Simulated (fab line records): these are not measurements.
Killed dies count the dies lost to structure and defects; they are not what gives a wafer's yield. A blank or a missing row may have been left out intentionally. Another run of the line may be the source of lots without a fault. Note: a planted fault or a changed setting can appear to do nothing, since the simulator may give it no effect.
Tool commonality check + flow n5_finfet + Lots sampled 8, wafers sampled 24

== REASON FOR OPENING ==
Flagged at N5_BEOL_M6_OCD_MEAS_38: reading trench_depth_nm, on 2 of 8 lots. Wafers without a fault read 94.3 nm, standard deviation 1.2.
Rule: flag the lot when none of its wafers has a number, or when each of its wafers that has one lies beyond 4 standard deviations from that mean. The rest of the lots are taken to be sound.

| lot  | measured     | on     | trench_depth_nm (nm), wafer by wafer | flag    |
|------|--------------|--------|--------------------------------------|---------|
| L888 | day 10 12:13 | ocd-02 | 92.4 92.5 92.9                       |         |
| L895 | day 13 03:14 | ocd-01 | 95.0 92.9 92.4                       |         |
| L902 | day 14 17:44 | ocd-01 | 87.0 86.5 87.9                       | FLAGGED |
| L901 | day 14 22:43 | ocd-02 | 88.7 86.8 87.9                       | FLAGGED |
| L905 | day 15 06:22 | ocd-01 | 92.9 94.0 92.0                       |         |
| L911 | day 16 10:08 | ocd-01 | 94.0 95.4 94.4                       |         |
| L910 | day 16 13:58 | ocd-02 | 96.6 95.5 95.9                       |         |
| L909 | day 17 07:55 | ocd-02 | 92.7 93.9 94.2                       |         |
On average the flagged lots' numbers are 87.5 nm, which is -6.8 nm against the usual, or -6 standard deviations.

== WHICH TOOL RAN EACH LOT ==
4 process steps preceding the reading are held in the record, out of 1938 steps in the route. Read each cell as the tool, then ch plus the chambers that the sampled wafers visited, then the start.
| lot  | flag    | N5_BEOL_M6_ETCH_72                 | N5_BEOL_M6_ETCH_65                 | N5_BEOL_M6_STRIP_36                | N5_BEOL_M6_TRENCH_ETCH_37          |
|------|---------|------------------------------------|------------------------------------|------------------------------------|------------------------------------|
| L888 |         | rie_diel-04 ch 1,3, day 10 11:49   | rie_diel-04 ch 1,3, day 10 11:50   | rie_diel-04 ch 1,3, day 10 12:01   | rie_diel-04 ch 1,3, day 10 12:04   |
| L895 |         | rie_diel-02 ch 0,1,3, day 13 02:50 | rie_diel-02 ch 0,1,3, day 13 02:52 | rie_diel-02 ch 0,1,3, day 13 03:02 | rie_diel-02 ch 0,1,3, day 13 03:05 |
| L902 | FLAGGED | rie_diel-02 ch 0,2,3, day 14 17:20 | rie_diel-02 ch 0,2,3, day 14 17:21 | rie_diel-02 ch 0,2,3, day 14 17:32 | rie_diel-02 ch 0,2,3, day 14 17:34 |
| L901 | FLAGGED | rie_diel-02 ch 0,1,2, day 14 22:19 | rie_diel-02 ch 0,1,2, day 14 22:20 | rie_diel-02 ch 0,1,2, day 14 22:31 | rie_diel-02 ch 0,1,2, day 14 22:34 |
| L905 |         | rie_diel-04 ch 1,2,3, day 15 05:59 | rie_diel-04 ch 1,2,3, day 15 05:59 | rie_diel-04 ch 1,2,3, day 15 06:10 | rie_diel-04 ch 1,2,3, day 15 06:13 |
| L911 |         | rie_diel-04 ch 1,3, day 16 09:44   | rie_diel-04 ch 1,3, day 16 09:45   | rie_diel-04 ch 1,3, day 16 09:56   | rie_diel-04 ch 1,3, day 16 09:58   |
| L910 |         | rie_diel-04 ch 0,3, day 16 13:35   | rie_diel-04 ch 0,3, day 16 13:35   | rie_diel-04 ch 0,3, day 16 13:46   | rie_diel-04 ch 0,3, day 16 13:49   |
| L909 |         | rie_diel-05 ch 1,3, day 17 07:31   | rie_diel-05 ch 1,3, day 17 07:32   | rie_diel-05 ch 1,3, day 17 07:43   | rie_diel-05 ch 1,3, day 17 07:46   |
What these steps do:
- N5_BEOL_M6_ETCH_72: etches underlayer in N2/H2, target depth 6.5 nm, time 5.2 s.
- N5_BEOL_M6_ETCH_65: etches SiARC in CF4, target depth 15.6 nm, time 26 s.
- N5_BEOL_M6_STRIP_36: strips in N2/H2.
- N5_BEOL_M6_TRENCH_ETCH_37: etches SiCOH lowk in C4F6/O2, target depth 94.435 nm, time 31.5 s.
- N5_BEOL_M6_OCD_MEAS_38

== FLAGGED OVER TOTAL, TOOL BY TOOL (the gauges that took the reading come last) ==
| step                      | tool        | lots run | flagged | share of the flagged lots | sound lots run after its first flagged lot |
|---------------------------|-------------|----------|---------|---------------------------|--------------------------------------------|
| N5_BEOL_M6_ETCH_72        | rie_diel-02 | 3        | 2       | all                       | 0                                          |
| N5_BEOL_M6_ETCH_72        | rie_diel-04 | 4        | 0       | none                      | -                                          |
| N5_BEOL_M6_ETCH_72        | rie_diel-05 | 1        | 0       | none                      | -                                          |
| N5_BEOL_M6_ETCH_65        | rie_diel-02 | 3        | 2       | all                       | 0                                          |
| N5_BEOL_M6_ETCH_65        | rie_diel-04 | 4        | 0       | none                      | -                                          |
| N5_BEOL_M6_ETCH_65        | rie_diel-05 | 1        | 0       | none                      | -                                          |
| N5_BEOL_M6_STRIP_36       | rie_diel-02 | 3        | 2       | all                       | 0                                          |
| N5_BEOL_M6_STRIP_36       | rie_diel-04 | 4        | 0       | none                      | -                                          |
| N5_BEOL_M6_STRIP_36       | rie_diel-05 | 1        | 0       | none                      | -                                          |
| N5_BEOL_M6_TRENCH_ETCH_37 | rie_diel-02 | 3        | 2       | all                       | 0                                          |
| N5_BEOL_M6_TRENCH_ETCH_37 | rie_diel-04 | 4        | 0       | none                      | -                                          |
| N5_BEOL_M6_TRENCH_ETCH_37 | rie_diel-05 | 1        | 0       | none                      | -                                          |
| N5_BEOL_M6_OCD_MEAS_38    | ocd-01      | 4        | 1       | some                      | 2 (L905,L911)                              |
| N5_BEOL_M6_OCD_MEAS_38    | ocd-02      | 4        | 1       | some                      | 2 (L910,L909)                              |

== WHAT IS ALLOWED BY THE TABLE ==
4 rows of the table ran every flagged lot: rie_diel-02 at N5_BEOL_M6_ETCH_72, rie_diel-02 at N5_BEOL_M6_ETCH_65, rie_diel-02 at N5_BEOL_M6_STRIP_36, rie_diel-02 at N5_BEOL_M6_TRENCH_ETCH_37.
- rie_diel-02 at N5_BEOL_M6_ETCH_72 ran 3 lots, 2 of them flagged. A fault beginning between L895 (day 13 02:50), its last sound lot, and L902 (day 14 17:20), its first flagged one, fits the data.
- rie_diel-02 at N5_BEOL_M6_ETCH_65 ran 3 lots, 2 of them flagged. A fault beginning between L895 (day 13 02:52), its last sound lot, and L902 (day 14 17:21), its first flagged one, fits the data.
- rie_diel-02 at N5_BEOL_M6_STRIP_36 ran 3 lots, 2 of them flagged. A fault beginning between L895 (day 13 03:02), its last sound lot, and L902 (day 14 17:32), its first flagged one, fits the data.
- rie_diel-02 at N5_BEOL_M6_TRENCH_ETCH_37 ran 3 lots, 2 of them flagged. A fault beginning between L895 (day 13 03:05), its last sound lot, and L902 (day 14 17:34), its first flagged one, fits the data. Its own readings lie more than 4 standard deviations out on every wafer of the flagged lots: rf_fwd_power_W, rf_vpp_V.
What remains is a single tool, rie_diel-02 at N5_BEOL_M6_ETCH_72 and N5_BEOL_M6_ETCH_65 and N5_BEOL_M6_STRIP_36 and N5_BEOL_M6_TRENCH_ETCH_37.

== WHAT THE SIMULATOR HAD PUT IN ==
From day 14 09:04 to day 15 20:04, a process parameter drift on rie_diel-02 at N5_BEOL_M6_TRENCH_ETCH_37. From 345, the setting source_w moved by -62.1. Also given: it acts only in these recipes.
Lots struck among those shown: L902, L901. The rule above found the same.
